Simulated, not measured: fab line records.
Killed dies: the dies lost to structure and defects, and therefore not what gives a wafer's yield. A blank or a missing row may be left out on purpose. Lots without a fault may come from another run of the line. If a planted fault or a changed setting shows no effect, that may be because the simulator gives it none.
fab line records | flow n5Finfet | part 2 of 2: steps 4 to 6 of 6
record: lots: 19 | wafers: 57 | lastDay: 19
route steps=1938 shown BEOL_M10@1488 BEOL_M11@1554
lots with no fault: from the same line, run without faults
startH: the number of hours between the record's first day and the start of the first shown wafer of the lot | waitH: hours elapsed since this lot's preceding step | " repeats the value in the row above | L1.1+2: a row that stands for several wafers | - no value, or no start given | * or withheld: withheld | < > ~ a bound
route shown NAME@n: NAME is a module with steps in the file, n the number in the route of the first one | usual: average and standard deviation across the fault-free wafers | same: alike in all rows | chamber/n: place in a boat | sites: per-site readings | _std_site: standard deviation across them | _edge_site: outer sites' mean less inner sites' | radiusMm: how far each site lies from the wafer's centre | mask NAME#n: copy n | behind: tool/chamber where the wafer was last shaped | hold: the reason the lot was held/the length of the hold in hours/how it ended | device: whichever transistor did not switch (one of n, p or np) | end of line: tests of these same wafers at the route's end | step lacking rows: just its recipe | killed: not the wafer's yield, but the dies lost to structure and defects at the first sort | map: dies across one wafer; x = killed, . = not, _ = none there
set.NAME: the setting that was run; set.NAME@STEP: the one run at that earlier step | model.NAME: the simulator's own value behind a step, which no gauge read
steps of the route over a sample of lots; a table a step, a row a wafer
services: a tool's chamber out of use, with start hour (startH, from the record's first day; less than 0 if before it), hours out, and reason
== steps ==
step: N5_BEOL_M11_ETCH_62
recipe: chemistry: N2/H2 | target: SOC | targetDepthA: 1100 | overetchA: 220 | maskMaterial: SiARC | tempC: 40 | timeS: 165 | ionEnergyEv: 200 | pressureMtorr: 30 | sourceW: 840 | biasW: 150 | n2FlowSccm: 200 | h2FlowSccm: 200
usual: drypumpMotorCurrentA: 5.8/0.54 | h2FlowSccm: 200.0/0.59 | oesProductAu: 0.64/0.064 | rfVppV: 523.7/2.3 | showerheadPlenumPTorr: 2.55/0.077 | throttleValvePct: 17.9/0.31
lot.wafer | tool       | chamber | startH | waitH | drypumpMotorCurrentA | h2FlowSccm | oesProductAu | rfHoursCounterH | rfVppV | showerheadPlenumPTorr | throttleValvePct
L074.3    | rieDiel-03 | 2       | 261.37 | 0.0   | 4.7                  | 200.3      | 0.63         | 171             | 526.2  | 2.64                  | 18.2
L074.5    | "          | 3       | "      | "     | 6.4                  | 200.3      | 0.69         | -               | 521.3  | 2.46                  | 17.7
L074.6    | "          | 2       | "      | "     | 4.7                  | 199.3      | 0.63         | -               | 526.8  | 2.64                  | 18.2
L076.1    | rieDiel-04 | 2       | 268.22 | 0.0   | 5.2                  | 200.3      | 0.76         | 21              | 521.5  | 2.51                  | 17.7
L076.2    | "          | 0       | "      | "     | 5.9                  | 200.2      | 0.58         | 238             | 526.2  | 2.62                  | 17.7
L076.6    | "          | 0       | "      | "     | 5.9                  | 200.2      | 0.58         | -               | 525.6  | 2.62                  | 17.7
L075.2    | rieDiel-04 | 1       | 269.06 | 0.0   | 6.1                  | 199.6      | 0.65         | 146             | 521.6  | 2.46                  | 18.4
L075.3    | "          | 0       | "      | "     | 5.9                  | 199.5      | 0.57         | 239             | 526.7  | 2.62                  | 17.7
L075.5    | "          | 3       | "      | "     | 6.0                  | 199.6      | 0.61         | -               | 522.6  | 2.53                  | 18.1
L077.1    | rieDiel-03 | 2       | 272.40 | 0.0   | 4.7                  | 200.9      | 0.63         | 174             | 526.5  | 2.64                  | 18.2
L077.2    | "          | 1       | "      | "     | 6.1                  | 200.7      | 0.60         | 222             | 525.1  | 2.62                  | 18.0
L077.6    | "          | 0       | "      | "     | 5.0                  | 199.9      | 0.60         | -               | 522.7  | 2.55                  | 18.3
L078.1    | rieDiel-03 | 1       | 283.84 | 0.0   | 6.1                  | 200.3      | 0.60         | 225             | 525.8  | 2.62                  | 18.1
L078.3    | "          | 3       | "      | "     | 6.4                  | 198.9      | 0.69         | 94              | 522.6  | 2.46                  | 17.7
L078.4    | "          | 2       | "      | "     | 4.7                  | 199.6      | 0.63         | 178             | 527.0  | 2.63                  | 18.2
L079.1    | rieDiel-03 | 1       | 296.18 | 0.0   | 6.1                  | 200.7      | 0.61         | 228             | 525.8  | 2.62                  | 18.1
L079.3    | "          | 3       | "      | "     | 6.4                  | 200.8      | 0.69         | 97              | 521.2  | 2.46                  | 17.7
L079.6    | "          | 2       | "      | "     | 4.7                  | 200.2      | 0.63         | -               | 526.2  | 2.63                  | 18.2
L081.1    | rieDiel-04 | 2       | 298.96 | 0.0   | 5.3                  | 199.3      | 0.74         | 31              | 522.1  | 2.50                  | 17.7
L081.2    | "          | 3       | "      | "     | 5.9                  | 200.5      | 0.61         | 205             | 523.6  | 2.53                  | 18.1
L081.5    | "          | 2       | "      | "     | 5.3                  | 199.5      | 0.74         | -               | 521.6  | 2.50                  | 17.7
L083.1    | rieDiel-01 | 1       | 308.95 | 0.0   | 6.2                  | 200.2      | 0.58         | 228             | 520.7  | 2.42                  | 18.2
L083.2    | "          | 0       | "      | "     | 6.2                  | 199.5      | 0.73         | 37              | 521.9  | 2.50                  | 17.4
L083.3    | "          | 3       | "      | "     | 6.2                  | 199.9      | 0.61         | 207             | 526.9  | 2.64                  | 17.8
L084.1    | rieDiel-03 | 2       | 314.11 | 0.0   | 4.7                  | 200.3      | 0.62         | 188             | 525.8  | 2.63                  | 18.2
L084.5    | "          | 1       | "      | "     | 6.1                  | 200.8      | 0.60         | -               | 526.2  | 2.62                  | 18.1
L084.6    | "          | 0       | "      | "     | 5.0                  | 199.7      | 0.60         | -               | 523.9  | 2.54                  | 18.3
L087.2    | rieDiel-01 | 3       | 323.93 | 0.0   | 6.2                  | 199.7      | 0.60         | 211             | 526.0  | 2.64                  | 17.8
L087.5    | "          | 1       | "      | "     | 6.2                  | 200.0      | 0.58         | -               | 520.1  | 2.42                  | 18.2
L087.6    | "          | 0       | "      | "     | 6.1                  | 200.4      | 0.72         | -               | 521.4  | 2.49                  | 17.4
L086.1    | rieDiel-03 | 1       | 339.25 | 0.0   | 6.1                  | 199.9      | 0.60         | 238             | 525.6  | 2.62                  | 18.1
L086.3    | "          | 3       | "      | "     | 6.4                  | 200.2      | 0.67         | 114             | 521.7  | 2.45                  | 17.7
L086.5    | "          | 2       | "      | "     | 4.7                  | 200.2      | 0.62         | -               | 526.3  | 2.63                  | 18.2
L091.1    | rieDiel-04 | 1       | 346.61 | 0.0   | 6.1                  | 199.8      | 0.64         | 174             | 519.1  | 2.44                  | 18.5
L091.4    | "          | 2       | "      | "     | 5.3                  | 200.9      | 0.73         | 49              | 522.6  | 2.49                  | 17.8
L091.6    | "          | 3       | "      | "     | 5.9                  | 198.6      | 0.59         | -               | 523.3  | 2.52                  | 18.1
L088.3    | rieDiel-04 | 2       | 346.89 | 0.0   | 5.2                  | 198.6      | 0.72         | 49              | 522.8  | 2.49                  | 17.8
L088.5    | "          | 0       | "      | "     | 5.9                  | 200.1      | 0.82         | -               | 526.2  | 2.61                  | 17.2
L088.6    | "          | 3       | "      | "     | 6.0                  | 200.1      | 0.60         | -               | 523.5  | 2.52                  | 18.1
L092.2    | rieDiel-01 | 1       | 349.69 | 0.0   | 6.2                  | 199.9      | 0.57         | 241             | 519.7  | 2.42                  | 18.3
L092.3    | "          | 0       | "      | "     | 6.1                  | 199.1      | 0.71         | 50              | 523.3  | 2.49                  | 17.4
L092.6    | "          | 3       | "      | "     | 6.2                  | 199.8      | 0.60         | -               | 526.2  | 2.64                  | 17.8
L090.1    | rieDiel-01 | 2       | 361.24 | 0.0   | 5.7                  | 201.0      | 0.62         | 222             | 526.3  | 2.61                  | 18.1
L090.3    | "          | 3       | "      | "     | 6.2                  | 199.2      | 0.60         | 223             | 525.5  | 2.63                  | 17.8
L090.5    | "          | 1       | "      | "     | 6.3                  | 200.8      | 0.57         | -               | 522.0  | 2.42                  | 18.3
L093.1    | rieDiel-01 | 1       | 382.83 | 0.0   | 6.2                  | 201.4      | 0.56         | 253             | 520.5  | 2.41                  | 18.3
L093.3    | "          | 3       | "      | "     | 6.2                  | 199.8      | 0.59         | 231             | 526.1  | 2.63                  | 17.8
L093.5    | "          | 1       | "      | "     | 6.2                  | 200.6      | 0.56         | -               | 519.7  | 2.41                  | 18.3
L094.1    | rieDiel-01 | 2       | 391.60 | 0.1   | 5.7                  | 198.9      | 0.61         | 232             | 527.5  | 2.61                  | 18.1
L094.2    | "          | 0       | "      | "     | 6.1                  | 200.6      | 0.70         | 58              | 522.3  | 2.49                  | 17.4
L094.5    | "          | 0       | "      | "     | 6.1                  | 200.2      | 0.70         | -               | 521.9  | 2.49                  | 17.4
L097.1    | rieDiel-01 | 3       | 409.29 | 0.0   | 6.2                  | 200.7      | 0.59         | 238             | 525.3  | 2.63                  | 17.8
L097.3    | "          | 2       | "      | "     | 5.7                  | 200.2      | 0.60         | 236             | 524.7  | 2.61                  | 18.1
L097.6    | "          | 0       | "      | "     | 6.1                  | 200.2      | 0.69         | -               | 522.8  | 2.48                  | 17.4
L096.1    | rieDiel-03 | 0       | 411.94 | 0.0   | 5.0                  | 199.7      | 0.58         | 226             | 523.5  | 2.53                  | 18.3
L096.3    | "          | 3       | "      | "     | 6.4                  | 200.2      | 0.65         | 139             | 520.0  | 2.44                  | 17.8
L096.4    | "          | 1       | "      | "     | 6.1                  | 199.5      | 0.81         | 5               | 527.9  | 2.61                  | 17.7
step: N5_BEOL_M11_OVL_MEAS_29
recipe: pointsPerWafer: 44
usual: V10_OVL: -0.2/0.61
lot.wafer | tool       | chamber | startH | waitH | V10_OVL[nm]
L074.3    | overlay-01 | 0       | 262.13 | 0.0   | -1.2
L074.5    | "          | 0       | "      | "     | -1.3
L074.6    | "          | 0       | "      | "     | -0.8
L076.1    | overlay-02 | 0       | 269.44 | 0.0   | 0.4
L076.2    | "          | 0       | "      | "     | 0.0
L076.6    | "          | 0       | "      | "     | 0.0
L075.2    | overlay-02 | 0       | 270.37 | 0.0   | 0.4
L075.3    | "          | 0       | "      | "     | 0.4
L075.5    | "          | 0       | "      | "     | 0.5
L077.1    | overlay-02 | 0       | 275.72 | 0.0   | -0.4
L077.2    | "          | 0       | "      | "     | -1.1
L077.6    | "          | 0       | "      | "     | -0.9
L078.1    | overlay-02 | 0       | 285.93 | 0.0   | 0.9
L078.3    | "          | 0       | "      | "     | 0.4
L078.4    | "          | 0       | "      | "     | 0.8
L079.1    | overlay-02 | 0       | 298.83 | 0.0   | -1.0
L079.3    | "          | 0       | "      | "     | 0.2
L079.6    | "          | 0       | "      | "     | -0.9
L081.1    | overlay-02 | 0       | 299.82 | 0.0   | 1.0
L081.2    | "          | 0       | "      | "     | 0.0
L081.5    | "          | 0       | "      | "     | 0.7
L083.1    | overlay-02 | 0       | 309.85 | 0.0   | 1.1
L083.2    | "          | 0       | "      | "     | 0.1
L083.3    | "          | 0       | "      | "     | 0.6
L084.1    | overlay-02 | 0       | 316.04 | 0.0   | -0.7
L084.5    | "          | 0       | "      | "     | 0.6
L084.6    | "          | 0       | "      | "     | 0.0
L087.2    | overlay-01 | 0       | 324.81 | 0.0   | -0.5
L087.5    | "          | 0       | "      | "     | 0.3
L087.6    | "          | 0       | "      | "     | 0.4
L086.1    | overlay-01 | 0       | 341.21 | 0.0   | -1.2
L086.3    | "          | 0       | "      | "     | -0.3
L086.5    | "          | 0       | "      | "     | 0.7
L091.1    | overlay-02 | 0       | 347.80 | 0.0   | -0.7
L091.4    | "          | 0       | "      | "     | -1.0
L091.6    | "          | 0       | "      | "     | -0.3
L088.3    | overlay-02 | 0       | 348.00 | 0.1   | -0.5
L088.5    | "          | 0       | "      | "     | -0.3
L088.6    | "          | 0       | "      | "     | 0.5
L092.2    | overlay-01 | 0       | 352.03 | 0.0   | -0.7
L092.3    | "          | 0       | "      | "     | -1.0
L092.6    | "          | 0       | "      | "     | -0.1
L090.1    | overlay-01 | 0       | 364.77 | 0.0   | 0.7
L090.3    | "          | 0       | "      | "     | 0.3
L090.5    | "          | 0       | "      | "     | -0.4
L093.1    | overlay-02 | 0       | 383.69 | 0.0   | -0.6
L093.3    | "          | 0       | "      | "     | 0.1
L093.5    | "          | 0       | "      | "     | 0.9
L094.1    | overlay-01 | 0       | 393.69 | 0.0   | -0.1
L094.2    | "          | 0       | "      | "     | -0.9
L094.5    | "          | 0       | "      | "     | -0.7
L097.1    | overlay-01 | 0       | 410.05 | 0.0   | 0.2
L097.3    | "          | 0       | "      | "     | -0.2
L097.6    | "          | 0       | "      | "     | -0.1
L096.1    | overlay-02 | 0       | 412.67 | 0.0   | -0.2
L096.3    | "          | 0       | "      | "     | -0.3
L096.4    | "          | 0       | "      | "     | 0.2
step: N5_BEOL_M11_ETCH_41
recipe: chemistry: CH3F/O2 | target: SiCN | targetDepthA: 426 | taperDeg: 2 | timeS: 86 | ionEnergyEv: 120 | maskMaterial: TiN | pressureMtorr: 30 | sourceW: 395 | biasW: 75 | Ar_flow_sccm: 150 | CH3F_flow_sccm: 30 | O2_flow_sccm: 20
usual: drypumpMotorCurrentA: 5.9/0.48 | mfcArSccm: 150.0/0.46 | oesProductAu: 0.75/0.076 | rfVppV: 297.1/1.5 | showerheadPlenumPTorr: 2.00/0.069 | throttleValvePct: 16.4/0.31
lot.wafer | tool       | chamber | startH | waitH | drypumpMotorCurrentA | mfcArSccm | oesProductAu | rfHoursCounterH | rfVppV | showerheadPlenumPTorr | throttleValvePct
L074.3    | rieDiel-01 | 1       | -      | -     | 6.3                  | 150.6     | 0.69         | 213             | 294.0  | 1.90                  | 16.5
L074.5    | "          | 3       | "      | "     | 6.2                  | 149.5     | 0.74         | -               | 298.7  | 2.07                  | 16.2
L074.6    | "          | 2       | "      | "     | 5.7                  | 149.6     | 0.73         | -               | 298.1  | 2.08                  | 16.6
L076.1    | rieDiel-01 | 1       | -      | -     | 6.2                  | 150.0     | 0.70         | 216             | 295.8  | 1.90                  | 16.6
L076.2    | "          | 0       | "      | "     | 6.1                  | 150.0     | 0.88         | 25              | 297.1  | 1.96                  | 15.9
L076.6    | "          | 1       | "      | "     | 6.2                  | 150.3     | 0.69         | -               | 295.6  | 1.90                  | 16.6
L075.2    | rieDiel-01 | 0       | -      | -     | 6.1                  | 149.5     | 0.88         | 26              | 297.0  | 1.96                  | 15.9
L075.3    | "          | 1       | "      | "     | 6.3                  | 149.8     | 0.69         | 216             | 294.5  | 1.90                  | 16.6
L075.5    | "          | 1       | "      | "     | 6.3                  | 149.1     | 0.68         | -               | 293.8  | 1.90                  | 16.6
L077.1    | rieDiel-03 | 2       | -      | -     | 4.7                  | 150.0     | 0.73         | 175             | 298.7  | 2.08                  | 16.8
L077.2    | "          | 1       | "      | "     | 6.1                  | 150.4     | 0.70         | 223             | 298.2  | 2.06                  | 16.6
L077.6    | "          | 3       | "      | "     | 6.4                  | 150.4     | 0.83         | -               | 295.0  | 1.94                  | 16.3
L078.1    | rieDiel-03 | 2       | -      | -     | 4.7                  | 150.0     | 0.72         | 178             | 299.3  | 2.08                  | 16.8
L078.3    | "          | 1       | "      | "     | 6.1                  | 149.8     | 0.70         | 226             | 298.7  | 2.06                  | 16.6
L078.4    | "          | 3       | "      | "     | 6.4                  | 149.8     | 0.83         | 95              | 297.4  | 1.94                  | 16.3
L079.1    | rieDiel-03 | 3       | -      | -     | 6.4                  | 150.5     | 0.81         | 99              | 295.9  | 1.94                  | 16.2
L079.3    | "          | 0       | "      | "     | 5.0                  | 148.7     | 0.70         | 191             | 297.1  | 2.00                  | 16.7
L079.6    | "          | 0       | "      | "     | 5.0                  | 149.5     | 0.70         | -               | 296.2  | 2.00                  | 16.7
L081.1    | rieDiel-04 | 3       | -      | -     | 6.0                  | 149.7     | 0.72         | 205             | 298.2  | 1.99                  | 16.6
L081.2    | "          | 0       | "      | "     | 5.9                  | 150.0     | 0.67         | 248             | 297.5  | 2.07                  | 16.4
L081.5    | "          | 1       | "      | "     | 6.1                  | 149.7     | 0.75         | -               | 294.8  | 1.91                  | 16.7
L083.1    | rieDiel-01 | 0       | -      | -     | 6.2                  | 150.1     | 0.86         | 38              | 296.1  | 1.96                  | 15.9
L083.2    | "          | 2       | "      | "     | 5.7                  | 149.1     | 0.72         | 206             | 297.1  | 2.07                  | 16.6
L083.3    | "          | 1       | "      | "     | 6.3                  | 149.8     | 0.68         | 229             | 295.7  | 1.89                  | 16.6
L084.1    | rieDiel-01 | 2       | -      | -     | 5.7                  | 150.4     | 0.72         | 208             | 297.8  | 2.07                  | 16.6
L084.5    | "          | 1       | "      | "     | 6.3                  | 150.7     | 0.68         | -               | 295.0  | 1.89                  | 16.6
L084.6    | "          | 0       | "      | "     | 6.1                  | 150.4     | 0.87         | -               | 296.0  | 1.95                  | 15.9
L087.2    | rieDiel-01 | 1       | -      | -     | 6.3                  | 149.6     | 0.69         | 234             | 295.3  | 1.89                  | 16.6
L087.5    | "          | 3       | "      | "     | 6.2                  | 150.0     | 0.73         | -               | 298.9  | 2.07                  | 16.2
L087.6    | "          | 2       | "      | "     | 5.7                  | 150.2     | 0.73         | -               | 298.2  | 2.07                  | 16.6
L086.1    | rieDiel-01 | 0       | -      | -     | 6.1                  | 150.2     | 0.84         | 47              | 295.0  | 1.95                  | 15.9
L086.3    | "          | 2       | "      | "     | 5.7                  | 150.0     | 0.72         | 215             | 298.4  | 2.07                  | 16.6
L086.5    | "          | 0       | "      | "     | 6.1                  | 149.6     | 0.85         | -               | 297.5  | 1.95                  | 15.9
L091.1    | rieDiel-01 | 2       | -      | -     | 5.7                  | 149.8     | 0.71         | 218             | 298.8  | 2.07                  | 16.6
L091.4    | "          | 3       | "      | "     | 6.2                  | 149.7     | 0.72         | 220             | 298.6  | 2.06                  | 16.2
L091.6    | "          | 3       | "      | "     | 6.2                  | 150.2     | 0.72         | -               | 300.7  | 2.06                  | 16.2
L088.3    | rieDiel-04 | 0       | -      | -     | 5.9                  | 149.7     | 0.99         | 3               | 298.9  | 2.07                  | 15.8
L088.5    | "          | 3       | "      | "     | 5.9                  | 150.5     | 0.71         | -               | 296.9  | 1.98                  | 16.6
L088.6    | "          | 2       | "      | "     | 5.2                  | 150.5     | 0.85         | -               | 295.9  | 1.96                  | 16.2
L092.2    | rieDiel-01 | 3       | -      | -     | 6.2                  | 150.5     | 0.72         | 221             | 296.9  | 2.06                  | 16.2
L092.3    | "          | 2       | "      | "     | 5.7                  | 150.1     | 0.71         | 219             | 298.5  | 2.07                  | 16.6
L092.6    | "          | 0       | "      | "     | 6.1                  | 149.4     | 0.84         | -               | 296.2  | 1.95                  | 15.9
L090.1    | rieDiel-03 | 3       | -      | -     | 6.4                  | 150.2     | 0.79         | 122             | 295.5  | 1.93                  | 16.3
L090.3    | "          | 1       | "      | "     | 6.1                  | 150.1     | 0.69         | 246             | 297.7  | 2.05                  | 16.6
L090.5    | "          | 2       | "      | "     | 4.7                  | 150.6     | 0.70         | -               | 298.4  | 2.07                  | 16.8
L093.1    | rieDiel-04 | 1       | -      | -     | 6.0                  | 150.1     | 0.73         | 181             | 296.1  | 1.90                  | 16.7
L093.3    | "          | 2       | "      | "     | 5.2                  | 149.5     | 0.84         | 59              | 296.6  | 1.96                  | 16.2
L093.5    | "          | 1       | "      | "     | 6.1                  | 149.5     | 0.72         | -               | 295.6  | 1.90                  | 16.7
L094.1    | rieDiel-03 | 3       | -      | -     | 6.4                  | 149.6     | 0.79         | 132             | 297.7  | 1.93                  | 16.3
L094.2    | "          | 2       | "      | "     | 4.7                  | 149.4     | 0.70         | 215             | 298.6  | 2.07                  | 16.8
L094.5    | "          | 2       | "      | "     | 4.7                  | 149.6     | 0.70         | -               | 298.9  | 2.07                  | 16.8
L097.1    | rieDiel-01 | 2       | -      | -     | 5.7                  | 149.5     | 0.71         | 236             | 298.9  | 2.06                  | 16.7
L097.3    | "          | 1       | "      | "     | 6.2                  | 150.2     | 1.00         | 1               | 300.1  | 2.14                  | 16.1
L097.6    | "          | 0       | "      | "     | 6.1                  | 149.5     | 0.83         | -               | 294.8  | 1.95                  | 16.0
L096.1    | rieDiel-04 | 0       | -      | -     | 5.9                  | 149.9     | 0.91         | 22              | 298.2  | 2.06                  | 15.9
L096.3    | "          | 1       | "      | "     | 6.1                  | 149.1     | 0.72         | 190             | 294.2  | 1.90                  | 16.7
L096.4    | "          | 2       | "      | "     | 5.2                  | 150.6     | 0.82         | 68              | 296.4  | 1.96                  | 16.3
== services ==
tool       | chamber | startH | hours | kind
rieDiel-02 | 0       | 233.99 | 1.9   | repair
rieDiel-02 | 0       | 250.82 | -     | clean
rieDiel-02 | 0       | 250.82 | -     | consumableReplace:focusRing
rieDiel-02 | 0       | 250.82 | 18.0  | scheduledDown
rieDiel-02 | 0       | 250.82 | 18.0  | ventCycle
rieDiel-02 | 1       | 269.00 | -     | clean
rieDiel-02 | 1       | 269.00 | -     | consumableReplace:focusRing
rieDiel-02 | 1       | 269.00 | 33.2  | scheduledDown
rieDiel-02 | 1       | 269.00 | 33.2  | ventCycle
rieDiel-02 | 2       | 274.60 | 2.7   | repair
rieDiel-05 | 2       | 276.14 | -     | clean
rieDiel-05 | 2       | 276.14 | -     | consumableReplace:focusRing
rieDiel-05 | 2       | 276.14 | 16.3  | scheduledDown
rieDiel-05 | 2       | 276.14 | 16.3  | ventCycle
rieDiel-01 | 3       | 288.09 | 4.2   | repair
rieDiel-06 | 2       | 318.16 | 10.9  | repair
rieDiel-02 | 0       | 359.18 | 8.3   | repair
rieDiel-04 | 1       | 360.52 | 12.7  | repair
rieDiel-01 | 0       | 369.92 | 15.6  | repair
rieDiel-01 | 3       | 388.99 | 2.6   | repair
rieDiel-02 | 0       | 396.89 | 2.6   | repair
rieDiel-01 | 2       | 401.92 | 6.6   | repair
rieDiel-01 | 3       | 404.40 | 2.4   | repair
rieDiel-01 | 1       | 411.12 | 6.8   | repair
